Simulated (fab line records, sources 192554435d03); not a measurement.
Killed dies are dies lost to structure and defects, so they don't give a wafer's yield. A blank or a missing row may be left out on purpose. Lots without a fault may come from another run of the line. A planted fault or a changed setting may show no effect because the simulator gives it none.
Split-lot experiment | flow n5_finfet | 7 lots, 21 wafers read, on a route of 1938 steps

THE SPLIT
At N5_BEOL_M15_COAT_04 (resist thk 800 nm), the setting spin_rpm was moved away from the recipe's 1704 rpm on 5 of the 21 wafers read, by +3.9% to +8.6%. The other wafers ran this setting at the recipe's value.

FROM THE SPLIT TO THE READING: what the file shows between them, 3 steps
- N5_BEOL_M15_EBR_06
- N5_BEOL_M15_SOFTBAKE_05: time 60 s
- N5_BEOL_M15_DESCUM_15: chemistry O2, time 7.9 s

THE READING
coat_of_BEOL_M15_COAT_04.thk_nm (the simulator's own value, which no gauge read), in nm, at N5_BEOL_M15_ETCH_59 (etches BARC in N2/H2, target depth 89 nm, overetch 26.7 nm, time 67.9 s). The file gives no usual value for it. The 16 wafers here that ran the recipe average 718.1 nm, standard deviation 3.5 nm.

wafer  | tool, chamber at the split | spin_rpm as run, rpm | against the recipe | coat_of_BEOL_M15_COAT_04.thk_nm, nm | against lot-mates on the recipe
L077.4 | litho_track-02, 0          | 1704                 | recipe             | 718                                 | -
L077.5 | litho_track-02, 0          | 1704                 | recipe             | 712                                 | -
L077.6 | litho_track-02, 0          | 1704                 | recipe             | 719.2                               | -
L082.3 | litho_track-02, 0          | 1704                 | recipe             | 716                                 | -
L082.4 | litho_track-02, 0          | 1704                 | recipe             | 718.8                               | -
L082.5 | litho_track-02, 0          | 1704                 | recipe             | 716.4                               | -
L084.2 | litho_track-01, 0          | 1704                 | recipe             | 717.2                               | -
L084.4 | litho_track-01, 0          | 1816                 | +6.6%              | 691.4                               | -25.8
L084.5 | litho_track-01, 0          | 1816                 | +6.6%              | 690.6                               | -26.6
L089.2 | litho_track-02, 0          | 1771                 | +3.9%              | 699.4                               | -24.8
L089.4 | litho_track-02, 0          | 1771                 | +3.9%              | 707                                 | -17.2
L089.6 | litho_track-02, 0          | 1704                 | recipe             | 724.2                               | -
L093.1 | litho_track-03, 0          | 1704                 | recipe             | 715.4                               | -
L093.2 | litho_track-03, 0          | 1704                 | recipe             | 720.4                               | -
L093.4 | litho_track-03, 0          | 1704                 | recipe             | 718.6                               | -
L096.2 | litho_track-03, 0          | 1704                 | recipe             | 712.2                               | -
L096.5 | litho_track-03, 0          | 1704                 | recipe             | 714.4                               | -
L096.6 | litho_track-03, 0          | 1850                 | +8.6%              | 689.2                               | -24.1
L097.1 | litho_track-03, 0          | 1704                 | recipe             | 722.6                               | -
L097.2 | litho_track-03, 0          | 1704                 | recipe             | 721.6                               | -
L097.5 | litho_track-03, 0          | 1704                 | recipe             | 722.4                               | -

THE FIT
A straight line over all 21 wafers: coat_of_BEOL_M15_COAT_04.thk_nm changes by -3.77 nm for each +1% of spin_rpm; r = -0.95; the points scatter about the line by 3.6 nm.
The same after taking each lot's own level away (the mean of its wafers on the recipe; 21 wafers): -3.68 nm for each +1%; r = -0.95; scatter 3.4 nm.
On that fit, the largest move of spin_rpm shifts the reading by 32 nm.
The lots' own levels span 713.30 to 724.20 nm, that is 3.1 times the standard deviation above.
So the lot-to-lot level changes the slope little: the two slopes agree.
Check: with one of the wafers moved furthest among these (+8.6%) left out of the fit, the line predicts -37.1 nm for it against its lot-mates. It came out at -24.1 nm against them.

OTHER SPLITS ON THESE WAFERS
These wafers also went through other splits before the reading. Each is held against what the fit with the lots' levels taken away leaves over:
other split on the same wafers | wafers away from the commonest value | r with coat_of_BEOL_M15_COAT_04.thk_nm (lot level and that fit taken away)
N5_BEOL_M13_ETCH_67 bias_w     | 9                                    | +0.09
N5_BEOL_M15_ILD_DEP_00 time_s  | 9                                    | -0.06

THE WHOLE CHAIN: every reading that the file lists as answering this split, in the file's order
step                    | what it does                                                            | reading                                                                          | change (the file's fit)                                                                 | r (the file's)
N5_BEOL_M15_COAT_04     | resist thk 800 nm                                                       | coat_of_BEOL_M15_COAT_04.thk_nm (the simulator's own value, which no gauge read) | -3.78 nm for each +1% of the setting                                                    | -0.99
N5_BEOL_M15_ETCH_59     | etches BARC in N2/H2, target depth 89 nm, overetch 26.7 nm, time 67.9 s | coat_of_BEOL_M15_COAT_04.thk_nm (the simulator's own value, which no gauge read) | -3.49 nm for each +1% of the setting                                                    | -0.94
N5_BEOL_M15_VIA_ETCH_16 | etches SiO2 in C4F8/O2/Ar, target depth 1792.2 nm                       | coat_of_BEOL_M15_COAT_04.thk_nm (the simulator's own value, which no gauge read) | -4.81 nm for each +1% of the setting, in a fit together with time_s@BEOL_M15_ILD_DEP_00 | 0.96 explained

THE FILE'S OWN FIT
coat_of_BEOL_M15_COAT_04.thk_nm changes by -3.49 nm for each +1% of spin_rpm, r = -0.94.
